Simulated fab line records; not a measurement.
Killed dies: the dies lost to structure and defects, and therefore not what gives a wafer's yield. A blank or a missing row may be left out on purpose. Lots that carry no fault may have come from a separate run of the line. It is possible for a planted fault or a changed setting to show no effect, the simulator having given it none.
Struck lot and sound lot, side by side    flow n5-finfet    38 out of 1938 route steps
Sound: these wafers, L127.2, L127.5, L127.6. Struck: wafers L119.1, L119.2, L119.3. Last of all comes the cause.
Each step with rows lists, per side, the tool, then ch with its chambers, then its first start. Under that, the readings that differ: sound wafers    struck wafers    difference of the means    sigmas: that difference in standard deviations of wafers without a fault.
alike: words and numbers the same on both sides, and readings whose means are apart by under 2 such deviations; not compared: readings that were withheld, readings missing a value for some wafer, numbers with overlapping values and no deviation given by the record, and bounds like >300 which may hide the same value.
A row with sigmas, a row that says differs or no value, or rows on one side alone: a step with any of these is where the two part. Non-overlapping numbers with no deviation appear without sigmas and do not part them. A reading missing from all wafers of one side parts the sides only when that side holds two or more wafers.

first, 9 steps without rows for these wafers: N5_BEOL_M4_ANNEAL_95 (time 240 s); N5_BEOL_M4_SPUTTER_96 (material Cu, target thk 4.5 nm, time 8.29 s); N5_BEOL_M4_ECD_50 (material Cu, target thk 300 nm); N5_BEOL_M4_ANNEAL_51 (time 90 s); N5_BEOL_M4_CMP_52 (polishes, stops on SiOC, t overpolish 6.8 s, target thk 40 nm); N5_BEOL_M4_PRE_CLEAN_60 (time 15 s); N5_BEOL_M4_CO_CAP_55 (material Co, precursor CCTBA/H2, target thk 2 nm, time 102.1 s); N5_BEOL_M4_PRE_CLEAN_56 (time 15 s); N5_BEOL_M4_DEP_57 (deposits SiCN from 3MS/NH3, target thk 8 nm, time 14 s).
N5_BEOL_M4_RC_MEAS_101:
  sound on prober-02 ch 0, day 13 22:26; struck on prober-01 ch 0, day 11 04:43
reading        sound           struck          difference  sigmas
DIBL_P (mV/V)  39.3 39.7 38.9  33.8 32.7 35.3  -5.4        -2
  alike: DIBL_N, IOFF_N, IOFF_P, ION_N, ION_P, SS_N, SS_P, VT_N, VT_P
then, 24 steps without rows for these wafers: N5_BEOL_M5_ILD_DEP_00 (deposits SiCOH lowk from DEMS/porogen, target thk 140.64 nm, time 25.9 s); N5_BEOL_M5_CURE_79 (cures SiCOH lowk, time 240 s); N5_BEOL_M5_PECVD_70 (deposits SiO2 from TEOS/O2, target thk 16 nm, time 18 s); N5_BEOL_M5_HM_DEP_02 (deposits TiN, target thk 20 nm); N5_BEOL_M5_COAT_59 (time 60 s, resist thk 60 nm); N5_BEOL_M5_COAT_60 (time 60 s, resist thk 12 nm); N5_BEOL_M5_COAT_71 (time 60 s, resist thk 5 nm); N5_BEOL_M5_COAT_05 (resist thk 30 nm); N5_BEOL_M5_EBR_07; N5_BEOL_M5_SOFTBAKE_06 (time 60 s); N5_BEOL_M5_EXPOSE_08 (exposes mask M5, target cd 28 nm); N5_BEOL_M5_PEB_09 (peb time 60 s); N5_BEOL_M5_DEVELOP_10 (develop time 30 s); N5_BEOL_M5_DESCUM_16 (chemistry O2, time 7 s); N5_BEOL_M5_ETCH_72 (etches underlayer in N2/H2, target depth 6.5 nm, time 5.2 s); N5_BEOL_M5_ETCH_61 (etches SiARC in CF4, target depth 15.6 nm, time 26 s); N5_BEOL_M5_ETCH_62 (etches SOC in N2/H2, target depth 75 nm, overetch 15 nm, time 112.5 s); N5_BEOL_M5_STRIP_63 (strips in N2/H2); N5_BEOL_M5_STRIP_73 (strips in N2/H2); N5_BEOL_M5_STRIP_64 (strips in CF4); N5_BEOL_M5_HM_OPEN_17 (chemistry Cl2/BCl3, target TiN, target depth 20 nm, overetch 6 nm); N5_BEOL_M5_STRIP_19 (strips in O2); N5_BEOL_M5_COAT_65 (time 60 s, resist thk 60 nm); N5_BEOL_M5_COAT_66 (time 60 s, resist thk 12 nm).
-- the record jumps here: 2 days lie between the struck wafers' starts before and after (it left off in module BEOL_M5 and takes up again in module BEOL_M10, whose first step shown is number 1512 of the route) --
N5_BEOL_M10_TRENCH_ETCH_37: etches SiCOH lowk in C4F6/O2, target depth 148.83 nm, time 48 s.
  sound on rie-diel-05 ch 0,1,2, day 16 08:21; struck on rie-diel-06 ch 0,1,3, day 13 11:47
  no value came back on the struck wafers for any of 7 readings (C4F6_flow_sccm (sccm), O2_flow_sccm (sccm) and others); on the sound wafers C4F6_flow_sccm (sccm) reads 10.06 9.97 10.00
reading                                      sound         struck          difference  sigmas
model.TiN_of_BEOL_M10_HM_DEP_02.thk-nm (nm)  16.2 16 16.2  19.8 19.8 19.8  +3.7        
  not compared: rf-hours-counter-h
N5_BEOL_M10_OCD_MEAS_38:
  struck on ocd-02, day 13 11:58; sound on ocd-02, day 16 08:32
reading               sound              struck     difference  sigmas
trench-depth-nm (nm)  152.6 151.1 153.1  0.0 0 0.8  -152.0      -56
N5_BEOL_M10_CMP_52: polishes, stops on SiCOH lowk, t overpolish 7 s, target thk 140 nm.
  sound on cmp-04 ch 0,2,3, day 16 10:38; struck on cmp-02 ch 0,1,3, day 13 14:37
reading                                  sound            struck  difference  sigmas
model.Cu_of_BEOL_M10_ECD_50.thk-nm (nm)  143.8 142.6 144  0 0 0   -143        
  alike: motor-current-A, slurry-flow-ml-min
N5_PASSIVATION_PROBE_49:
  struck on prober-01, day 15 13:52; sound on prober-02, day 18 09:31
reading                   sound           struck          difference  sigmas
defect-limited-yield (%)  91.8 94.4 91.3  0 0 0           -92         -77
killed_at_M4_up           10 5 8          1102 1116 1112  +1102       +99 or more
killed-dies               97 66 103       1180 1180 1180  +1091       +73
killed-on-rim             5 6 16          152 152 152     +143        +40
sort_bin_5_function (%)   4.9 3.6 5.0     97.5 96.8 96.6  +92.5       +99 or more
sort-n-pass               1083 1114 1077  0 0 0           -1091       -73
sort-yield-pct (%)        91.8 94.4 91.3  0 0 0           -92         -77
  alike: killed_at_M0_to_M3, killed-at-contacts, killed-at-front-end, killed-at-other, killed-open, killed-short, sort_bin_6_memory

== WHERE THEY PART ==
Earliest at N5_BEOL_M4_RC_MEAS_101; latest, in this record, at N5_PASSIVATION_PROBE_49.

WHY: whatever the simulator had introduced
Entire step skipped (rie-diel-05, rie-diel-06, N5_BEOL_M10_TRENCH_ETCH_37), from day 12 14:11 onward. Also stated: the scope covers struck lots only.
